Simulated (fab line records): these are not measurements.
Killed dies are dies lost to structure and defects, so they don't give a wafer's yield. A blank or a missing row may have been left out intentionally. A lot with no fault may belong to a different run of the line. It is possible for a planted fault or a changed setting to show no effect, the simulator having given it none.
A lot that was struck, set against a sound lot    flow nand-harc    34 out of 1159 route steps
Sound: the wafers L931.3, L931.5, L931.6. Struck: wafers L920.1, L920.2, L920.6. The cause is given at the end.
At each step with rows: each side's tool, then ch and its chambers, then its first start. Under that, the readings that differ: sound wafers    struck wafers    difference of the means    sigmas: that difference in standard deviations of wafers without a fault.
alike: readings whose means differ by less than 2 such deviations, and words and numbers that are the same on both sides. not compared: withheld readings, readings that some wafer has no value for, bounds like >300 that may hide the same value, and numbers for which the record gives no deviation and whose values overlap.
Wherever a step has rows on one side only, a row that says differs or no value, or a row with sigmas, the two part there. Numbers that don't overlap but have no deviation are shown without sigmas and don't part them. A reading that every wafer of one side lacks parts them only if that side has two wafers or more.

first, 5 steps without rows for these wafers: NHARC_A_ONON_D1_DEP_19 (target thk 1000 nm); NHARC_A_ONON_D1_DEP_22 (target thk 1000 nm); NHARC_A_ONON_D1_DEP_25 (target thk 1000 nm); NHARC_A_ONON_D1_DEP_28 (target thk 1000 nm); NHARC_A_ONON_D1_DEP_33 (deposits SiO2, target thk 200 nm).
NHARC_A_CHANNEL_HOLE_D1_DEP_00: deposits aC, target thk 3100 nm.
  sound on acl-dep-02 ch 0, day 13 08:20; struck on acl-dep-01 ch 0, day 12 13:18
  alike: throttle-valve-pct
then, 11 steps without rows for these wafers: NHARC_A_CHANNEL_HOLE_D1_DEP_01 (deposits SiON, target thk 140 nm); NHARC_A_CHANNEL_HOLE_D1_DEHYDRATE_02 (time 120 s); NHARC_A_CHANNEL_HOLE_D1_HMDS_03 (time 30 s); NHARC_A_CHANNEL_HOLE_D1_COAT_36 (time 75 s); NHARC_A_CHANNEL_HOLE_D1_COAT_37 (time 65 s); NHARC_A_CHANNEL_HOLE_D1_COAT_04 (resist thk 90 nm); NHARC_A_CHANNEL_HOLE_D1_SOFTBAKE_05 (time 55 s); NHARC_A_CHANNEL_HOLE_D1_EBR_06; NHARC_A_CHANNEL_HOLE_D1_EXPOSE_07 (exposes mask HOLE D1, target cd 100 nm); NHARC_A_CHANNEL_HOLE_D1_PEB_08 (peb time 65 s); NHARC_A_CHANNEL_HOLE_D1_DEVELOP_09 (develop time 35 s).
NHARC_A_CHANNEL_HOLE_D1_INSPECT_12:
  sound: defect-inspect-01 at day 13 10:28; struck: defect-inspect-01 at day 12 16:05
reading           sound   struck       difference  sigmas
raw-defect-count  9 7 10  579 565 560  +559        +99 or more
then, 14 steps without rows for these wafers: NHARC_A_CHANNEL_HOLE_D1_DESCUM_15 (chemistry O2, time 3 s); NHARC_A_CHANNEL_HOLE_D1_ETCH_38 (etches the open film in CF4, target depth 39 nm, time 65 s); NHARC_A_CHANNEL_HOLE_D1_ETCH_39 (etches the open film in N2/H2, target depth 260 nm, time 325 s); NHARC_A_CHANNEL_HOLE_D1_ETCH_34 (etches the open film in CF4/CHF3, target depth 154 nm, time 77 s); NHARC_A_CHANNEL_HOLE_D1_ETCH_16 (etches the open film in O2/COS, target depth 3100 nm, time 806 s); NHARC_A_CHANNEL_HOLE_D1_ETCH_19 (etches the open film in C4F8/O2/Ar, time 34.5 s); NHARC_A_CHANNEL_HOLE_D1_ETCH_20 (etches the open film in C4F8/O2/Ar, time 361.9 s, target depth 1600 nm); NHARC_A_CHANNEL_HOLE_D1_ETCH_21 (etches the open film in C4F8/O2/Ar, time 514.3 s, target depth 1600 nm); NHARC_A_CHANNEL_HOLE_D1_ETCH_22 (etches the open film in C4F8/O2/Ar, time 666.7 s, target depth 1600 nm); NHARC_A_CHANNEL_HOLE_D1_ETCH_23 (etches the open film in C4F8/O2/Ar, time 819 s, target depth 1600 nm); NHARC_A_CHANNEL_HOLE_D1_ETCH_24 (etches the open film in C4F8/O2/Ar, time 906.2 s, target depth 1500 nm); NHARC_A_CHANNEL_HOLE_D1_ETCH_25 (etches the open film in C4F8/O2/Ar, time 1040.2 s, target depth 1500 nm); NHARC_A_CHANNEL_HOLE_D1_ETCH_26 (etches the open film in C4F8/O2/Ar, time 224.1 s, target depth 300 nm); NHARC_A_CHANNEL_HOLE_D1_ETCH_33 (etches the open film in C4F8/O2/Ar, time 90 s, target depth 400 nm).
NHARC_A_CHANNEL_HOLE_D1_INSPECT_40:
  sound: defect-inspect-02 at day 14 17:29; struck: defect-inspect-01 at day 12 23:33
reading           sound     struck       difference  sigmas
raw-defect-count  40 54 68  601 596 605  +547        +26
-- jump in the record: it breaks off in module A_CHANNEL_HOLE_D1 and resumes in module END (first step shown: number 1159 of the route), and 11 days separate the struck wafers' starts before and after --
NHARC_END_SORT_01:
  the record has rows for the struck wafers here (prober-02 ch 0, day 24 10:58) and none for the sound ones

## WHERE THEY PART
Earliest at NHARC_A_CHANNEL_HOLE_D1_INSPECT_12; latest, in this record, at NHARC_END_SORT_01.

WHY: the cause the simulator had injected
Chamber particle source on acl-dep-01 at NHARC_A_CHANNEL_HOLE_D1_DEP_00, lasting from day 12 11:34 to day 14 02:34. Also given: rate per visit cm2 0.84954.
